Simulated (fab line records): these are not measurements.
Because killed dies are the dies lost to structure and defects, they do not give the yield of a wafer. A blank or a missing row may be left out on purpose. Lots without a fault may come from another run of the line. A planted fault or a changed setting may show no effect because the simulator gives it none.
Struck lot and sound lot, side by side ; flow n5Finfet ; 40 steps out of a route of 1938
Sound: wafers L147.3, L147.5, L147.6. Struck: wafer L142.3 (left out: L142.2, L142.6 of the same lot, which were not struck); the cause appears at the end.
Per side, at each step with rows, come the tool, then ch with its chambers, and then its first start. Under that, the readings that differ: sound wafers ; struck wafers ; difference of the means ; sigmas: that difference in standard deviations of wafers without a fault.
alike: same words and numbers on both sides, and readings whose means sit less than 2 such deviations apart. not compared: any withheld reading, any reading some wafer has no value for, any bound like >300 that may hide the same value, and any number with overlapping values for which the record gives no deviation.
A row with sigmas, a row that says differs or no value, or rows on one side alone: a step with any of these is where the two part. When numbers do not overlap yet have no deviation, they are printed without sigmas and do not part them. A reading missing from all wafers of one side parts the sides only when that side holds two or more wafers.

first, 12 steps without rows for these wafers: N5_HKMG_FIN_STRIP_93 (strips SOC in N2/H2, time 20 s); N5_HKMG_FIN_WET_ETCH_76 (etches Al2O3 in dNH4OH, stops on La2O3, target depth 2.25 nm, rinse time 30 s); N5_HKMG_FIN_STRIP_60 (strips in N2/H2, time 360 s); N5_HKMG_FIN_WET_ETCH_77 (etches La2O3 in dHCl, stops on HfO2, target depth 2 nm); N5_HKMG_FIN_WET_ETCH_78 (etches Al2O3 in dNH4OH, stops on La2O3, target depth 4.5 nm, rinse time 30 s); N5_HKMG_FIN_ALD_79 (deposits TiN, target thk 1.5 nm, pulse time 1 s, purge time 3 s); N5_HKMG_FIN_CVD_62 (deposits a-Si from Si2H6, target thk 3 nm, time 20.8 s); N5_HKMG_FIN_RTA_80 (time 2 s); N5_HKMG_FIN_PRECLEAN_64 (cleans in dHF, time 30 s); N5_HKMG_FIN_WET_ETCH_65 (etches a-Si in TMAH, stops on TiN, time 49 s, target depth 3 nm); N5_HKMG_FIN_WET_ETCH_81 (etches TiN in SC1, stops on HfO2, time 57 s, target depth 6 nm); N5_HKMG_FIN_WET_ETCH_82 (etches La2O3 in dHCl, stops on HfO2, target depth 2 nm, rinse time 30 s).
N5_HKMG_FIN_ALD_36: deposits TiN, target thk 1 nm, pulse time 1 s, purge time 3 s.
  sound on aldMetal-03 ch 1,2, day 9 19:11; struck on aldMetal-01 ch 2, day 8 07:29
reading;sound;struck;difference;sigmas
aldCycles;47 47 47;38;-9;
  alike: chamberPressureTorr, heaterPowerW, precursorPulseHeightRel
then, 25 steps without rows for these wafers: N5_HKMG_FIN_PWFM_ALD_03 (deposits TiN, target thk 2 nm, pulse time 1 s, purge time 3 s); N5_HKMG_FIN_COAT_29 (time 60 s, resist thk 300 nm); N5_HKMG_FIN_COAT_30 (time 60 s, resist thk 35 nm); N5_HKMG_FIN_COAT_06 (resist thk 90 nm); N5_HKMG_FIN_EBR_08; N5_HKMG_FIN_SOFTBAKE_07 (time 60 s); N5_HKMG_FIN_EXPOSE_09 (exposes mask NWFM); N5_HKMG_FIN_PEB_10 (peb time 60 s); N5_HKMG_FIN_DEVELOP_11 (develop time 30 s); N5_HKMG_FIN_DESCUM_17 (chemistry O2, time 7.9 s); N5_HKMG_FIN_ETCH_31 (etches SiARC in CF4, target depth 45.5 nm, time 75.8 s); N5_HKMG_FIN_ETCH_32 (etches SOC in N2/H2, target depth 240 nm, time 300 s); N5_HKMG_FIN_STRIP_33 (strips in N2/H2); N5_HKMG_FIN_STRIP_34 (strips in CF4); N5_HKMG_FIN_ETCH_35 (etches SOC in N2/H2, target depth 215.8 nm, time 243.4 s); N5_HKMG_FIN_STRIP_92 (strips SOC in N2/H2, time 20 s); N5_HKMG_FIN_WET_ETCH_18 (etches TiN in SC1, time 55 s, target depth 5.2 nm, rinse time 30 s); N5_HKMG_FIN_STRIP_19 (strips in N2/H2, time 360 s); N5_HKMG_FIN_ALD_91 (deposits TiN, target thk 1 nm, pulse time 1 s, purge time 3 s); N5_HKMG_FIN_COAT_85 (time 60 s, resist thk 300 nm); N5_HKMG_FIN_ETCH_86 (etches SOC in N2/H2, stops on TiN, target depth 393.2 nm); N5_HKMG_FIN_STRIP_89 (strips SOC in N2/H2, time 20 s); N5_HKMG_FIN_WET_ETCH_87 (etches TiN in SC1, time 154.2 s, target depth 4.7 nm, rinse time 30 s); N5_HKMG_FIN_STRIP_88 (strips in N2/H2, time 360 s); N5_HKMG_FIN_NWFM_ALD_20 (deposits TiAlC, target thk 2 nm, pulse time 3 s, purge time 2 s).
-- here the record skips 4 days between the struck wafers' starts before and after, leaving off in module HKMG_FIN and picking up in module BEOL_M4 (first step shown: number 1111 of the route) --
N5_BEOL_M4_RC_MEAS_101:
  sound on prober-02 ch 0, day 13 12:26; struck on prober-01 ch 0, day 12 02:46
reading;sound;struck;difference;sigmas
DIBL_P (mV/V);32.3 33.5 31.7;36.6;+4.1;+2
ION_N (uA/um);665 679 664;693;+24;+2
  alike: DIBL_N, IOFF_N, IOFF_P, ION_P, SS_N, SS_P, VT_N, VT_P, VT_P_LONG, VT_P_LVT
then, 1 step without rows for these wafers: N5_PASSIVATION_PROBE_49.

## WHERE THEY PART
N5_BEOL_M4_RC_MEAS_101 only, going by this record.

WHY: whatever the simulator had introduced
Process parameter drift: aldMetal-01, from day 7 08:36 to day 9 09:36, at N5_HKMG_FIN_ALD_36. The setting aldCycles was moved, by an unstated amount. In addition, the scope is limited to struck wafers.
